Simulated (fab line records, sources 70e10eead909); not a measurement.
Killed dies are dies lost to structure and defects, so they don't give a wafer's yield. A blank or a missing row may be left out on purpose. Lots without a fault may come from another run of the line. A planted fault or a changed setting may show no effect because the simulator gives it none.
A struck lot beside a sound one | flow nand_harc | 13 steps out of a route of 1302
Sound: wafers L890.1, L890.4, L890.6. Struck: wafers L898.3, L898.5, L898.6. The cause comes at the end.
At each step with rows: each side's tool, then ch and its chambers, then its first start. Under that, the readings that differ: sound wafers | struck wafers | difference of the means | sigmas: that difference in standard deviations of wafers without a fault.
alike: readings whose means differ by less than 2 such deviations, and words and numbers that are the same on both sides. not compared: withheld readings, readings that some wafer has no value for, bounds like >300 that may hide the same value, and numbers for which the record gives no deviation and whose values overlap.
The two part at a step that has a row with sigmas, a row that says differs or no value, or rows on one side only. Numbers that don't overlap but have no deviation are shown without sigmas and don't part them. A reading that every wafer of one side lacks parts them only if that side has two wafers or more.

NHARC_A_WL_FILL_CVD_03: deposits W, target thk 40 nm, time 279 s.
  sound on cvd_w-02 ch 0,1, day 24 21:36; struck on cvd_w-02 ch 0,1, day 28 01:35
  reading                | sound          | struck         | difference | sigmas
  throttle_valve_pct (%) | 8.11 8.09 8.39 | 7.66 7.64 7.88 | -0.47      | -2
  alike: heater_power_w
NHARC_A_WL_FILL_ETCHBACK_04: etches the open film in NF3, target depth 60 nm, time 120 s.
  sound on rie_metal-01 ch 0,1, day 24 21:57; struck on rie_metal-03 ch 0,1, day 28 01:57
  alike: drypump_motor_current_A, oes_product_au, run_length_s
  not compared: rf_hours_counter_h
NHARC_A_WL_FILL_ETCHBACK_05: etches the open film in Cl2/BCl3, target depth 22 nm, time 60 s.
  sound on rie_metal-01 ch 0,1, day 24 22:10; struck on rie_metal-03 ch 0,1, day 28 02:08
  reading          | sound          | struck         | difference | sigmas
  run_length_s (s) | 82.3 81.6 81.8 | 80.9 80.8 81.0 | -1.0       | -2
  alike: drypump_motor_current_A, oes_product_au
  not compared: rf_hours_counter_h
NHARC_A_WL_FILL_STRIP_27: strips in N2/H2, time 20 s.
  sound on plasma_asher-02 ch 0,1, day 24 22:19; struck on plasma_asher-01 ch 0,1, day 28 02:18
  alike: drypump_motor_current_A, heater_power_w
  not compared: rf_hours_counter_h
then, 5 steps without rows for these wafers: NHARC_A_WL_FILL_STRIP_28 (strips in post etch residue remover, time 1200 s); NHARC_A_WL_FILL_PRECLEAN_06 (cleans in DIW, time 300 s); NHARC_A_WL_FILL_SRD_07; NHARC_A_WL_FILL_ANNEAL_08 (time 1800 s); NHARC_A_WL_FILL_ALD_10 (deposits SiO2, target thk 50 nm, pulse time 10 s, ald cycles 500).
NHARC_A_WL_FILL_ETCHBACK_16: etches the open film in C4F8/O2/Ar, target depth 120 nm, time 24 s.
  sound on rie_diel-11 ch 1,3; struck on rie_diel-06 ch 0,2,3
  alike: oes_product_au, rf_vpp_V, run_length_s
  not compared: rf_hours_counter_h
then, 1 step without rows for these wafers: NHARC_A_WL_FILL_STRIP_29 (strips in O2, time 20 s).
NHARC_A_WL_FILL_ETCHBACK_17: etches the open film in Cl2/BCl3, target depth 4 nm, time 26.7 s.
  sound on rie_metal-01 ch 1, day 25 08:19; struck on rie_metal-01 ch 0,1, day 28 12:59
  reading          | sound          | struck         | difference | sigmas
  run_length_s (s) | 48.2 48.3 48.2 | 37.7 38.5 37.7 | -10.3      | -26
  alike: drypump_motor_current_A, oes_product_au
  not compared: rf_hours_counter_h
then, 1 step without rows for these wafers: NHARC_A_WL_FILL_PRECLEAN_18 (cleans in dHF, time 30 s).

WHERE THEY PART
First at NHARC_A_WL_FILL_CVD_03; last, within this record, at NHARC_A_WL_FILL_ETCHBACK_17.

WHY: what the simulator had put in
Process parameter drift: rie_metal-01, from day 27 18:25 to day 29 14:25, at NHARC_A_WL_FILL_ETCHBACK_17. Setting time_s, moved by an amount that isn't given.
